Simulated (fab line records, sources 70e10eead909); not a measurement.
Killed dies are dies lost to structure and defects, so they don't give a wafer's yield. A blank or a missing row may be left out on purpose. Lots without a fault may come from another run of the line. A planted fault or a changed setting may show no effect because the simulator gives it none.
Problem report in the 8D (eight disciplines) form, filled by code | flow nand_harc | the parts of the form that need people (team, actions taken, sign-off) are left out

1. THE PROBLEM
raw_defect_count at NHARC_A_CHANNEL_HOLE_D2_INSPECT_40 reads a mean of 1048 on 6 wafers of 2 lots; wafers without a fault read 286 with a standard deviation of 94. That is +8.1 standard deviations from the usual mean.
First seen on wafer L373.1, day 14 14:28, on defect_inspect-01. The record holds 30 wafers of 10 lots with a number at this step. Rule for "out", or "out of limits": more than 4 standard deviations from the usual mean. The other wafers with a number count as sound.

2. WHAT IT IS AND WHAT IT IS NOT
question                    | is                     | is not
which readings at this step | raw_defect_count       | -
which lots                  | L373, L374             | L372, L384, L385, L387, L390, L391, L392, L393
which wafers of those lots  | all that have a number | -
read on which gauges        | defect_inspect-01      | defect_inspect-02
when                        | from day 14 14:28      | up to then (3 sound wafers); but 21 sound wafers of L384, L385, L387, L390, L391, L392, L393 came after

3. SUSPECTS, AND WHAT RULES EACH OUT
Counting: a tool at a process step up to the reading stays a suspect if it ran every lot that is out and no sound lot after the first of them.
- the gauge at NHARC_A_CHANNEL_HOLE_D2_INSPECT_40: kept. All the wafers that are out were read on defect_inspect-01, and no step on other tools shows them out.
- rie_diel-04 at NHARC_A_CHANNEL_HOLE_D2_ETCH_38 (etches the open film in CF4, target depth 39 nm, time 65 s): ruled out as a lasting fault. Sound lots L384, L387, L390 ran on it after its first lot that is out, L373 (day 14 07:40).
- rie_diel-04 at NHARC_A_CHANNEL_HOLE_D2_ETCH_34 (etches the open film in CF4/CHF3, target depth 154 nm, time 77 s): ruled out as a lasting fault. Sound lots L384, L387, L390 ran on it after its first lot that is out, L373 (day 14 11:47). NHARC_A_CHANNEL_HOLE_D2_ETCH_34 gives no start for some lots, so the hours and the order of its lots are those of NHARC_A_CHANNEL_HOLE_D2_ETCH_25.
- har_etch-02 at NHARC_A_CHANNEL_HOLE_D2_ETCH_25 (etches the open film in C4F8/O2/Ar, time 1040.2 s, target depth 1500 nm): ruled out as a lasting fault. Sound lots L384, L387, L390, L392 ran on it after its first lot that is out, L373 (day 14 11:47).
Left after counting: defect_inspect-01 at NHARC_A_CHANNEL_HOLE_D2_INSPECT_40.

4. THE CAUSE (what the simulator had put in)
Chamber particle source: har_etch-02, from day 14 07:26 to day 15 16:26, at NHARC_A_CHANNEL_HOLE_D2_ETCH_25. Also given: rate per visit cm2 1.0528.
Counting ruled it out, wrongly: the rule takes a fault to strike every lot that its tool runs from its start on, and this one did not.

5. THE CHAIN OF EFFECTS, in route order
Each row: a reading whose mean over the struck wafers that have a number lies more than 3 standard deviations from the usual. Only readings for which the record gives a usual standard deviation are gone through. hours: the time from each lot's start at the first step in this table that gives one to its start at this step, as a median over the lots. sigmas: the change in usual standard deviations.
hours | step                               | reading          | usual | on struck wafers | change | sigmas
0     | NHARC_A_CHANNEL_HOLE_D2_INSPECT_40 | raw_defect_count | 286   | 1048             | +762   | +8.1
Later measuring or inspecting steps at which every struck wafer that the step has a row for has a number for every such reading, and none has moved that far: NHARC_END_SORT_01.

6. WHAT WOULD HAVE CAUGHT IT SOONER
In this record the first reading out of limits at a measuring or inspecting step was taken at day 14 14:28, 7 hours after the fault began at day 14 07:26.
Of the tool readings at NHARC_A_CHANNEL_HOLE_D2_ETCH_25 for which the record gives a usual standard deviation, none was out on any struck wafer, so an alarm limit of 4 standard deviations on them would not have fired.
